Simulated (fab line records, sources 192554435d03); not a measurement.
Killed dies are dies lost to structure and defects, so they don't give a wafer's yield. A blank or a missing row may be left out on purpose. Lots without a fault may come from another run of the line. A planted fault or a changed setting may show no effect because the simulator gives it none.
fab line records | flow n5_finfet
record lots=6 wafers=18 last_day=14
route steps=1938 shown BEOL_M7@1281
lots that met no fault: from a run of the same line without faults
start_h: hours from the record's first day to the start of the lot's first wafer shown | wait_h: hours since the lot's step before | " the same as in the row above | L1.1+2: a row that stands for several wafers | - no value, or no start given | * or withheld: withheld | < > ~ a bound
route shown NAME@n: a module of which the file shows steps, and the number in the route of the first | usual: mean/standard deviation of fault-free wafers | same: alike in all rows | chamber/n: place in a boat | sites: the reading at each site | _std_site: their standard deviation | _edge_site: outer sites' mean less inner sites' | radius_mm: how far each site lies from the wafer's centre | mask NAME#n: copy n | behind: the tool/chamber that last shaped the wafer | hold: why the lot was held/for how many hours/how that ended | device: the transistor (n, p or np) that didn't switch | end of line: the same wafers' tests at the end of the route | a step without rows: its recipe alone | killed: dies lost to structure and defects at the first sort, not the wafer's yield | map: a wafer's dies, x killed, . not, _ none there
set.NAME: the setting as run; set.NAME@STEP: as run at that earlier step | model.NAME: the simulator's own value behind a step, which no gauge read
lots at some steps of the route; a table a step, a row a wafer
services: from which hour (start_h, from the record's first day; less than 0 if before it) a tool's chamber was out of use, for how many hours, and why
## steps
# step N5_BEOL_M7_ETCH_62
# recipe chemistry=N2/H2 target=SOC target_depth_a=1100 overetch_a=220 mask_material=SiARC temp_c=40 time_s=165 ion_energy_ev=200 pressure_mtorr=30 source_w=840 bias_w=150 n2_flow_sccm=200 h2_flow_sccm=200
# usual bias_w=150.0/0.47 drypump_motor_current_A=5.93/0.27 n2_flow_sccm=199.9/0.58 oes_product_au=0.65/0.065 rf_fwd_power_W=837.8/2.4 rf_vpp_V=523.9/2.1 showerhead_plenum_p_Torr=2.54/0.077 throttle_valve_pct=17.75/0.26
# columns lot.wafer tool chamber start_h wait_h bias_w drypump_motor_current_A n2_flow_sccm oes_product_au rf_fwd_power_W rf_hours_counter_h rf_vpp_V showerhead_plenum_p_Torr throttle_valve_pct
L598.1 rie_diel-03 0 202.40 0.0 150.2 5.73 199.3 0.64 837.2 173 520.7 2.42 17.79
L598.3 " 2 " " 150.5 6.04 200.2 0.68 841.1 91 523.5 2.58 17.89
L598.4 " 1 " " 149.3 5.45 200.4 0.60 838.9 211 524.1 2.51 18.13
L603.1 rie_diel-02 1 235.26 0.0 149.1 5.99 199.3 0.69 838.4 80 528.1 2.67 17.49
L603.3 " 3 " " 149.8 6.14 200.2 0.74 835.1 27 521.1 2.51 17.73
L603.5 " 1 " " 149.8 5.98 200.1 0.68 836.5 - 526.7 2.67 17.48
L606.1 rie_diel-06 3 254.81 0.0 150.1 5.78 198.6 0.59 835.0 237 523.6 2.50 18.12
L606.4 " 0 " " 149.9 5.83 199.6 0.60 838.5 195 526.4 2.67 18.07
L606.5 " 0 " " 149.7 5.81 199.8 0.60 843.9 - 527.2 2.67 18.08
L607.3 rie_diel-02 2 255.36 0.0 149.2 5.96 200.5 0.62 833.9 190 523.4 2.53 17.70
L607.4 " 0 " " 149.7 5.51 200.0 0.74 842.3 41 521.4 2.47 17.57
L607.5 " 1 " " 150.0 6.00 200.8 0.68 843.2 - 527.4 2.67 17.49
L612.1 rie_diel-06 2 284.17 0.0 150.0 6.04 199.9 0.58 838.7 228 524.1 2.47 17.62
L612.3 " 0 " " 150.4 5.80 199.7 0.60 838.5 204 527.8 2.66 18.10
L612.4 " 3 " " 149.3 5.80 199.4 0.58 836.9 245 522.9 2.50 18.12
L613.1 rie_diel-06 2 285.40 0.0 150.4 6.03 199.3 0.58 836.0 228 524.5 2.47 17.63
L613.2 " 0 " " 150.4 5.78 199.0 0.60 838.4 204 526.9 2.66 18.09
L613.3 " 3 " " 150.6 5.79 199.5 0.59 836.1 246 521.4 2.50 18.13
# step N5_BEOL_M7_STRIP_68
# recipe chemistry=N2/H2 temp_c=40 n2_flow_sccm=200 h2_flow_sccm=200 rf_frequency_hz=6e+07
# step N5_BEOL_M7_STRIP_67
# recipe chemistry=CF4 resist=SiARC power_w=300 bias_power_w=75 pressure_mtorr=50 cf4_flow_sccm=150 rf_frequency_hz=6e+07
# usual bias_power_w=75.03/0.23 drypump_motor_current_A=5.91/0.27 oes_product_au=0.77/0.075 rf_vpp_V=271.3/1.3 showerhead_plenum_p_Torr=1.80/0.046 throttle_valve_pct=13.59/0.25
# columns lot.wafer tool chamber start_h wait_h bias_power_w drypump_motor_current_A oes_product_au rf_hours_counter_h rf_vpp_V showerhead_plenum_p_Torr throttle_valve_pct
L598.1 rie_diel-03 0 202.54 0.0 75.34 5.71 0.75 173 269.1 1.73 13.74
L598.3 " 2 " " 75.23 6.03 0.79 91 272.5 1.83 13.61
L598.4 " 1 " " 75.05 5.44 0.70 211 271.7 1.76 13.91
L603.1 rie_diel-02 1 235.40 0.0 74.74 5.98 0.80 80 273.7 1.88 13.35
L603.3 " 3 " " 75.04 6.16 0.87 27 271.2 1.77 13.31
L603.5 " 1 " " 75.14 5.97 0.82 - 273.8 1.88 13.35
L606.1 rie_diel-06 3 254.96 0.0 75.35 5.81 0.70 237 270.3 1.79 14.07
L606.4 " 0 " " 75.17 5.79 0.72 195 271.0 1.85 13.71
L606.5 " 0 " " 74.71 5.78 0.71 - 273.6 1.85 13.70
L607.3 rie_diel-02 2 255.51 0.0 74.93 5.93 0.72 190 272.3 1.76 13.38
L607.4 " 0 " " 75.48 5.48 0.87 41 271.4 1.78 13.47
L607.5 " 1 " " 74.91 5.96 0.80 - 274.4 1.88 13.38
L612.1 rie_diel-06 2 284.32 0.0 74.82 6.03 0.69 228 272.1 1.75 13.70
L612.3 " 0 " " 75.25 5.76 0.71 204 272.8 1.85 13.71
L612.4 " 3 " " 75.24 5.80 0.70 245 269.9 1.79 14.08
L613.1 rie_diel-06 2 285.55 0.0 75.11 6.01 0.69 228 270.7 1.75 13.69
L613.2 " 0 " " 74.43 5.78 0.70 204 272.4 1.85 13.74
L613.3 " 3 " " 74.87 5.77 0.69 246 271.5 1.79 14.09
# step N5_BEOL_M7_HM_OPEN_17
# recipe chemistry=Cl2/BCl3 target_depth_a=200 overetch_a=60 target=TiN mask_material=SOC ion_energy_ev=150 pressure_mtorr=10 icp_w=1000 bias_w=126 Cl2_flow_sccm=53.25 bcl3_flow_sccm=21.75 Ar_flow_sccm=25
# usual bias_w=126.0/0.32 drypump_motor_current_A=5.6/0.42 he_backside_leak_sccm=3.48/0.2 oes_product_au=0.67/0.05 rf_fwd_power_W=995/3.6 throttle_valve_pct=22.06/0.15
# columns lot.wafer tool chamber start_h wait_h bias_w drypump_motor_current_A he_backside_leak_sccm oes_product_au rf_fwd_power_W rf_hours_counter_h throttle_valve_pct
L598.1 rie_metal-01 0 202.58 0.0 126.4 5.9 3.54 0.67 993 39 21.88
L598.3 " 0 " " 126.0 5.9 3.55 0.68 992 - 21.87
L598.4 " 1 " " 125.7 5.2 3.35 0.78 997 - 21.93
L603.1 rie_metal-01 0 235.44 0.0 126.2 5.9 3.75 0.66 994 42 21.91
L603.3 " 1 " " 126.2 5.2 3.62 0.76 992 - 21.96
L603.5 " 1 " " 126.2 5.2 3.61 0.75 994 - 21.96
L606.1 rie_metal-02 1 255.00 0.0 125.8 5.2 3.30 0.64 993 53 21.96
L606.4 " 0 " " 125.9 6.2 3.38 0.63 994 - 22.33
L606.5 " 1 " " 126.1 5.2 3.55 0.63 994 - 21.97
L607.3 rie_metal-01 0 255.58 0.1 126.0 5.9 3.67 0.66 994 - 21.90
L607.4 " 1 " " 126.2 5.2 3.59 0.74 996 - 21.98
L607.5 " 0 " " 126.1 5.9 3.67 0.64 991 - 21.92
L612.1 rie_metal-03 0 284.36 0.0 126.2 5.2 3.16 0.72 1001 19 22.10
L612.3 " 1 " " 125.8 5.7 3.56 0.64 988 - 22.18
L612.4 " 0 " " 126.1 5.2 3.21 0.73 997 - 22.10
L613.1 rie_metal-02 0 285.59 0.0 126.2 6.2 3.50 0.62 989 72 22.31
L613.2 " 1 " " 126.1 5.1 3.28 0.64 995 56 21.97
L613.3 " 1 " " 126.5 5.1 3.46 0.64 996 - 21.98
# step N5_BEOL_M7_STRIP_19
# recipe chemistry=O2 power_w=400 temp_c=40 pressure_mtorr=30 rf_frequency_hz=6e+07 bias_power_w=0 overash_fraction=0.2 o2_flow_sccm=225
# usual drypump_motor_current_A=5.91/0.26 oes_product_au=0.78/0.078 rf_vpp_V=3.6/0.65 showerhead_plenum_p_Torr=2.10/0.057 throttle_valve_pct=16.59/0.25
# same bias_power_w=0
# columns lot.wafer tool chamber start_h wait_h drypump_motor_current_A oes_product_au rf_hours_counter_h rf_vpp_V showerhead_plenum_p_Torr throttle_valve_pct
L598.1 rie_diel-02 0 202.69 0.1 5.52 0.91 25 4.8 2.04 16.39
L598.3 " 2 " " 5.98 0.73 174 4.1 2.11 16.57
L598.4 " 3 " " 6.13 0.90 18 2.2 2.06 16.36
L603.1 rie_diel-03 1 235.60 0.1 5.45 0.69 221 4.0 2.06 16.99
L603.3 " 2 " " 6.03 0.79 101 3.2 2.10 16.54
L603.5 " 1 " " 5.43 0.69 - 3.5 2.06 16.99
L606.1 rie_diel-02 2 255.19 0.2 5.99 0.72 190 3.2 2.10 16.61
L606.4 " 0 " " 5.53 0.88 41 3.0 2.03 16.40
L606.5 " 1 " " 5.98 0.82 - 4.1 2.18 16.31
L607.3 rie_diel-03 0 255.67 0.1 5.72 0.75 184 3.0 2.01 16.82
L607.4 " 3 " " 5.84 0.68 247 3.3 2.16 16.76
L607.5 " 1 " " 5.44 0.69 - 3.9 2.05 17.02
L612.1 rie_diel-06 0 284.57 0.2 5.79 0.68 204 4.0 2.19 16.95
L612.3 " 2 " " 6.04 0.68 228 4.1 2.08 16.90
L612.4 " 3 " " 5.76 0.69 245 3.7 2.08 17.11
L613.1 rie_diel-03 3 285.73 0.1 5.85 0.98 0 3.0 2.16 16.21
L613.2 " 0 " " 5.75 0.74 195 3.3 2.00 16.83
L613.3 " 1 " " 5.49 0.68 240 3.8 2.05 17.04
# step N5_BEOL_M7_CD_MEAS_18
# recipe pitch_nm=80 target_cd_nm=40
# usual cd_nm=40.2/0.68
# columns lot.wafer tool chamber start_h wait_h cd_nm
L598.1 cd_sem-01 - 202.76 0.0 40.1
L598.3 " - " " 39.3
L598.4 " - " " 39.6
L603.1 cd_sem-02 - 235.67 0.0 41.0
L603.3 " - " " 39.0
L603.5 " - " " 40.8
L606.1 cd_sem-02 - 255.26 0.0 39.1
L606.4 " - " " 40.4
L606.5 " - " " 39.6
L607.3 cd_sem-02 - 255.75 0.1 39.9
L607.4 " - " " 40.5
L607.5 " - " " 40.8
L612.1 cd_sem-03 - 284.64 0.0 40.4
L612.3 " - " " 39.7
L612.4 " - " " 40.3
L613.1 cd_sem-03 - 285.80 0.0 39.1
L613.2 " - " " 40.3
L613.3 " - " " 38.8
# step N5_BEOL_M7_COAT_63
# recipe resist=SOC temp_c=250 time_s=60 spin_rpm=1500 resist_thk_nm=60
# step N5_BEOL_M7_COAT_64
# recipe resist=SiARC temp_c=220 time_s=60 spin_rpm=1500 resist_thk_nm=12
# step N5_BEOL_M7_COAT_71
# recipe resist=underlayer temp_c=205 time_s=60 spin_rpm=1500 resist_thk_nm=5
# step N5_BEOL_M7_COAT_22
# recipe resist=CAR-EUV spin_rpm=1500 resist_thk_nm=30
# step N5_BEOL_M7_EBR_24
# recipe solvent=PGMEA ebr_width_mm=1.5
# step N5_BEOL_M7_SOFTBAKE_23
# recipe temp_c=110 time_s=60 resist=CAR-EUV
# step N5_BEOL_M7_EXPOSE_25
# recipe mask_id=V6 na=0.33 source_shape=annular sigma_inner=0.4 sigma_outer=0.8 polarization=unpolarized target_cd_nm=40 dose_mj=42.5
# usual exposure_dose_mJ_cm2=42.9/0.41 focus_offset_nm=-0.1/0.49 na=0.33/0 sigma_inner=0.4/0
# columns lot.wafer tool chamber start_h wait_h mask exposure_dose_mJ_cm2 focus_offset_nm na sigma_inner
L598.1 euv_scanner-02 0 204.26 - V6#0 43.2 -0.2 0.33 0.4
L598.3 " 0 " " V6#0 43.2 -0.2 0.33 0.4
L598.4 " 0 " " V6#0 43.2 0.0 0.33 0.4
L603.1 euv_scanner-02 0 237.15 - V6#0 43.2 -0.6 0.33 0.4
L603.3 " 0 " " V6#0 43.1 -0.3 0.33 0.4
L603.5 " 0 " " V6#0 43.1 -0.8 0.33 0.4
L606.1 euv_scanner-02 0 255.56 - V6#0 43.1 0.5 0.33 0.4
L606.4 " 0 " " V6#0 43.2 -0.7 0.33 0.4
L606.5 " 0 " " V6#0 43.2 -0.1 0.33 0.4
L607.3 euv_scanner-01 0 256.12 - V6#0 42.4 -0.3 0.33 0.4
L607.4 " 0 " " V6#0 42.4 -0.4 0.33 0.4
L607.5 " 0 " " V6#0 42.3 0.1 0.33 0.4
L612.1 euv_scanner-01 - 284.83 - V6#0 - - - -
L612.3 " - " " V6#0 - - - -
L612.4 " - " " V6#0 - - - -
L613.1 euv_scanner-02 - 286.88 - V6#0 - - - -
L613.2 " - " " V6#0 - - - -
L613.3 " - " " V6#0 - - - -
# step N5_BEOL_M7_PEB_26
# recipe peb_temp_c=100 peb_time_s=60 resist=CAR-EUV
## services
# columns tool chamber start_h hours kind
euv_scanner-02 - 179.73 1.0 pm
rie_metal-02 0 186.25 6.2 repair
euv_scanner-01 - 191.64 38.7 repair
rie_diel-03 - 220.73 0.9 repair
rie_diel-02 3 229.20 1.3 repair
euv_scanner-02 - 235.88 1.0 pm
rie_diel-03 0 237.94 16.9 repair
rie_metal-01 - 242.11 2.8 pm
rie_metal-03 - 244.88 15.6 pm
rie_diel-03 3 265.27 - clean
rie_diel-03 3 265.27 - consumable_replace:esc
rie_diel-03 3 265.27 - consumable_replace:focus_ring
rie_diel-03 3 265.27 20.3 scheduled_down
rie_diel-03 3 265.27 20.3 vent_cycle
rie_metal-02 - 268.80 1.4 pm
euv_scanner-01 - 273.90 1.0 pm
rie_metal-03 - 275.15 2.8 pm
euv_scanner-02 - 278.02 3.7 repair
## key
first_sign step=N5_BEOL_M7_EXPOSE_25 reading=tool_record direction=missing
effect none on later readings
met_at N5_BEOL_M7_EXPOSE_25
struck_wafers L612.1,L612.3,L612.4,L613.1,L613.2,L613.3
later_rows_left_out L612.1,L612.3,L612.4,L613.1,L613.2,L613.3
sort_left_out L612.1,L612.3,L612.4,L613.1,L613.2,L613.3
onset_between 256.12 284.83
fault kind=skipped_step_whole tool=euv_scanner-01,euv_scanner-02 chamber=- onset_h=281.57 steps=N5_BEOL_M7_EXPOSE_25 scope=struck_lots_only
# sort_left_out: the simulated sort isn't trusted on such a fault, so these wafers' sort isn't shown, and their yield isn't known
# later_rows_left_out: the simulator's readings of these wafers behind a module that went badly wrong aren't trusted and aren't shown, but for the sort
